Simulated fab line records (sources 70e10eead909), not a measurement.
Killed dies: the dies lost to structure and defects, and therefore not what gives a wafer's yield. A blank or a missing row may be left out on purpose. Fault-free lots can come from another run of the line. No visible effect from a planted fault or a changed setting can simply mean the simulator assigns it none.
Chamber matching | flow nand harc | NHARC_P_M0_DEP_32 on pecvd-02 has 3 sister chambers
The step deposits SiCN, target thk 30 nm. 6 wafers are shown with their chamber, then 11 later ones without.

## WAFERS WITH THEIR CHAMBER
wafer  | chamber | heater power w (W)
L084.4 | 0       | 576
L084.5 | 1       | 526
L087.3 | 2       | 709
L087.5 | 0       | 486
L087.6 | 2       | 707
L088.3 | 1       | 488

## WAFERS WITH NO CHAMBER GIVEN
wafer  | heater power w (W)
L088.5 | 685
L088.6 | 596
L092.1 | 555
L092.2 | 542
L092.4 | 565
L093.1 | 555
L093.3 | 563
L093.6 | 572
L094.2 | 520
L094.3 | 616
L094.4 | 514

## CHAMBER TAKEN BY EACH
wafer  | from the rows above          | in truth
L088.5 | 2                            | 2
L088.6 | can't be placed: 0 or 1 or 2 | 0
L092.1 | can't be placed: 0 or 1      | 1
L092.2 | can't be placed: 0 or 1      | 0
L092.4 | can't be placed: 0 or 1      | 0
L093.1 | can't be placed: 0 or 1      | 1
L093.3 | can't be placed: 0 or 1      | 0
L093.6 | can't be placed: 0 or 1      | 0
L094.2 | can't be placed: 0 or 1      | 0
L094.3 | can't be placed: 0 or 2 or 1 | 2
L094.4 | can't be placed: 1 or 0      | 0
Correct placement for 1 of the 11. Cannot be placed on the basis of these rows: 10; the candidates contain the true chamber in 10. Placed wrongly: 0.
How it was worked out, from the rows above alone: a wafer's distance from a chamber is the root of the sum, over the readings, of the square of ((its reading less the chamber's mean) divided by the reading's scatter). If the next closest chamber is less than 2 further off than the closest, the wafer can't be placed; otherwise it belongs to the closest. A chamber's mean is the mean of its shown wafers. The scatter: the root of (the sum of the squares of (reading less its chamber's mean) over the shown wafers, divided by (wafers less chambers)).
